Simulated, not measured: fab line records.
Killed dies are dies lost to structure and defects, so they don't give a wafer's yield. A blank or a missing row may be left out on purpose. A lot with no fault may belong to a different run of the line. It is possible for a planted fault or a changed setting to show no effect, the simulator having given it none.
What tool caused it?    flow n5-finfet    10 lots with 30 wafers sampled at 5 steps, on a route of 1938 steps

== WHAT THE GAUGES READ, wafer by wafer ==
N5_BEOL_M12_CD_MEAS_17 targets a cd of 140 nm.
lot   measured      on         cd-nm (nm)
L687  day 11 05:38  cd-sem-01  142.2 142.2 140.4
L689  day 11 10:17  cd-sem-02  139.8 137.6 140.1
L691  day 12 08:23  cd-sem-03  143.3 139.9 144.1
L692  day 13 13:52  cd-sem-03  144.3 142.2 141.2
L697  day 14 08:00  cd-sem-02  141.2 142.6 139.9
L698  day 14 20:37  cd-sem-03  143.5 144.8 141.7
L696  day 14 23:19  cd-sem-03  142.1 142.0 142.5
L706  day 16 04:28  cd-sem-01  144.8 142.8 138.7
L705  day 16 20:19  cd-sem-02  140.0 140.3 142.0
L704  day 16 21:03  cd-sem-03  140.1 144.3 141.5

N5_BEOL_M12_INSPECT_30: inspects for defects (macro).
lot   measured      on                 raw-defect-count
L687  day 11 06:01  defect-inspect-01  3 2 3
L689  day 11 10:47  defect-inspect-02  2 1 0
L691  day 12 08:46  defect-inspect-01  2 3 0
L692  day 13 14:22  defect-inspect-01  1 2 3
L697  day 14 08:30  defect-inspect-02  257 236 263
L698  day 14 21:07  defect-inspect-01  0 1 3
L696  day 14 23:49  defect-inspect-01  291 250 258
L706  day 16 04:50  defect-inspect-01  0 4 2
L705  day 16 20:49  defect-inspect-01  2 2 2
L704  day 16 21:34  defect-inspect-02  3 2 1

== WHAT TOOL EACH LOT RAN ON (gives the tool, then ch and the chambers of the sampled wafers, and finally the start) ==
lot   N5_BEOL_M12_ETCH_59                 N5_BEOL_M12_STRIP_64                  N5_BEOL_M12_STRIP_71
L687  rie-diel-02 ch 0,2, day 11 05:10    plasma-asher-01 ch 0,1, day 11 05:30  wet-bench-04 ch 1,4,6, day 11 05:34
L689  rie-diel-05 ch 1,2, day 11 09:50    plasma-asher-01 ch 0,1, day 11 10:10  wet-bench-01 ch 2,3,7, day 11 10:13
L691  rie-diel-06 ch 0,1,2, day 12 07:56  plasma-asher-02 ch 0,1, day 12 08:14  wet-bench-04 ch 1,2,7, day 12 08:20
L692  rie-diel-06 ch 1,2,3, day 13 13:24  plasma-asher-01 ch 0,1, day 13 13:43  wet-bench-01 ch 0,6,7, day 13 13:48
L697  rie-diel-02 ch 0,1,2, day 14 07:32  plasma-asher-01 ch 0,1, day 14 07:51  wet-bench-01 ch 1,4,6, day 14 07:56
L698  rie-diel-06 ch 0,1,3, day 14 20:10  plasma-asher-02 ch 0,1, day 14 20:28  wet-bench-04 ch 0,2,3, day 14 20:33
L696  rie-diel-02 ch 1,2, day 14 22:51    plasma-asher-01 ch 0,1, day 14 23:11  wet-bench-01 ch 5,6,7, day 14 23:15
L706  rie-diel-05 ch 0,2,3, day 16 04:00  plasma-asher-02 ch 0,1, day 16 04:19  wet-bench-04 ch 0,3,6, day 16 04:23
L705  rie-diel-06 ch 2,3, day 16 19:51    plasma-asher-01 ch 0,1, day 16 20:10  wet-bench-03 ch 4,5,6, day 16 20:15
L704  rie-diel-06 ch 1,2, day 16 20:35    plasma-asher-01 ch 0,1, day 16 20:55  wet-bench-03 ch 2,5,6, day 16 20:59
- N5_BEOL_M12_ETCH_59: etches BARC in N2/H2, target depth 89 nm, overetch 26.7 nm, time 67.9 s.
- N5_BEOL_M12_STRIP_64: strips in N2/H2.
- N5_BEOL_M12_STRIP_71: strips in post etch residue remover, time 60 s.

== WHAT THE TOOLS THEMSELVES READ (means of the sampled wafers that have a number; where no wafer has one, the mark that the record gives instead) ==
N5_BEOL_M12_ETCH_59.
lot   tool         drypump-motor-current-A (A)  oes-product-au (a.u.)  rf-vpp-V (V)  showerhead-plenum-p-Torr (Torr)  throttle-valve-pct (%)
L687  rie-diel-02  6.0                          0.65                   524.4         2.55                             17.90
L689  rie-diel-05  6.6                          0.64                   524.2         2.54                             17.82
L691  rie-diel-06  5.4                          0.58                   522.3         2.47                             18.32
L692  rie-diel-06  5.1                          0.59                   521.9         2.48                             18.13
L697  rie-diel-02  6.2                          0.65                   524.9         2.57                             17.78
L698  rie-diel-06  5.4                          0.65                   522.8         2.51                             17.97
L696  rie-diel-02  6.3                          0.63                   524.7         2.58                             17.84
L706  rie-diel-05  6.1                          0.72                   522.8         2.50                             17.94
L705  rie-diel-06  5.0                          0.65                   521.8         2.47                             17.72
L704  rie-diel-06  5.3                          0.81                   527.0         2.67                             17.95

N5_BEOL_M12_STRIP_64.
lot   tool             drypump-motor-current-A (A)  heater-power-w (W)  oes-product-au (a.u.)  strip-time-to-endpoint-s (s)
L687  plasma-asher-01  5.95                         335                 0.714                  31.29
L689  plasma-asher-01  5.95                         329                 0.711                  31.43
L691  plasma-asher-02  5.95                         258                 0.717                  31.36
L692  plasma-asher-01  6.01                         341                 0.712                  31.43
L697  plasma-asher-01  6.03                         335                 0.716                  31.36
L698  plasma-asher-02  5.95                         263                 0.715                  31.24
L696  plasma-asher-01  6.02                         329                 0.718                  31.43
L706  plasma-asher-02  5.89                         270                 0.711                  31.49
L705  plasma-asher-01  6.02                         335                 0.715                  31.26
L704  plasma-asher-01  6.03                         335                 0.714                  31.26

== THE ANSWER, worked out from the rows above alone ==
Rule: the usual values come from the lots themselves. The widest of any qualifying gaps counts: lots, ordered by their means at a reading, are off when they make up no more than a third of the lots, leave a main group of 4 or more, and stand apart from it by 3 or more times the standard deviation of that group's means. If all means in a main group match to the digits the tables above print for the reading, that group is not used. A lot without any number at a reading at which 4 lots or more have one is off too. All remaining lots with rows at the step are treated as sound. Order of review: gauges by route order, followed by the tools' own readings, for which a lot's mean as printed above is used. The first step at which some lot is off is used, and at that step the reading that is off furthest; a lot without a number counts as furthest.
Off: L697, L696, at N5_BEOL_M12_INSPECT_30 (raw-defect-count). The main group has a mean of 1.8 with a standard deviation of 0.47.
A tool fits if, at a process step before that reading, it ran every lot that is off, and no sound lot after the first of them. Gauges at N5_BEOL_M12_INSPECT_30: tried the same way as those tools. Undecided on this evidence; 2 tools fit (rie-diel-02 at N5_BEOL_M12_ETCH_59, wet-bench-01 at N5_BEOL_M12_STRIP_71).

== WHAT HAD BEEN PUT IN BY THE SIMULATOR ==
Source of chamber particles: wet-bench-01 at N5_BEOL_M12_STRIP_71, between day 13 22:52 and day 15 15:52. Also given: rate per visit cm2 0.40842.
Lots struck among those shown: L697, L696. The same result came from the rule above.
